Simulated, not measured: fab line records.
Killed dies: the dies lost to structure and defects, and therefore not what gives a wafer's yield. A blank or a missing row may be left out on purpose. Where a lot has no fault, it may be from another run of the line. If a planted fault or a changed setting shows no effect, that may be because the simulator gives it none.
Chamber matching -- flow nand_harc -- 3 sister chambers for NHARC_A_ONON_D2_DEP_33 on pecvd-04
The step deposits SiO2, target thk 200 nm. 16 wafers are shown with their chamber, then 8 later ones without.

## WAFERS, EACH WITH ITS CHAMBER
wafer,chamber,heater_power_w (W),throttle_valve_pct (%)
L076.1,1,517,16.1
L076.3,2,583,15.8
L076.5,1,532,16.2
L076.2,0,680,15.7
L076.4,2,579,15.5
L076.6,0,687,15.7
L078.1,2,570,15.6
L078.3,1,529,16.4
L078.6,1,531,16.3
L081.2,0,647,15.8
L081.5,0,656,15.6
L081.6,2,560,15.9
L081.1,2,534,15.5
L081.3,1,513,16.2
L081.4,1,516,16.5
L086.1,2,569,15.6

SIGNATURES (means of the wafers above)
reading,chamber 0,chamber 1,chamber 2,scatter within a chamber
heater_power_w,667.50,523.00,565.83,15.2
throttle_valve_pct,15.700,16.283,15.650,0.142
Rule: for a wafer and a chamber, the distance is found by dividing, reading by reading, the gap between the wafer's reading and the chamber's mean by the reading's scatter, squaring, summing and taking the root. The wafer belongs to the nearest chamber; if the next one is less than 2 further off, it can't be placed. How the scatter is found: for the shown wafers, subtract from each reading the mean of its chamber, square and add these, divide the total by (wafers less chambers), then take the root.

## WAFERS MISSING THEIR CHAMBER
wafer,heater_power_w (W),throttle_valve_pct (%)
L086.2,542,16.3
L086.4,530,16.5
L089.3,442,16.5
L089.5,454,16.7
L089.6,749,16.1
L096.1,567,16.3
L096.2,654,15.4
L096.5,599,16.2

## CHAMBER TAKEN BY EACH
wafer,from the rows above,in truth
L086.2,1,1
L086.4,1,1
L089.3,1,1
L089.5,1,1
L089.6,0,0
L096.1,can't be placed: 1 or 2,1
L096.2,0,0
L096.5,can't be placed: 2 or 1 or 0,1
Correctly placed: 6 of 8. Can't be placed from these rows: 2 (the true chamber is among the candidates in 2). Placed wrongly: 0.
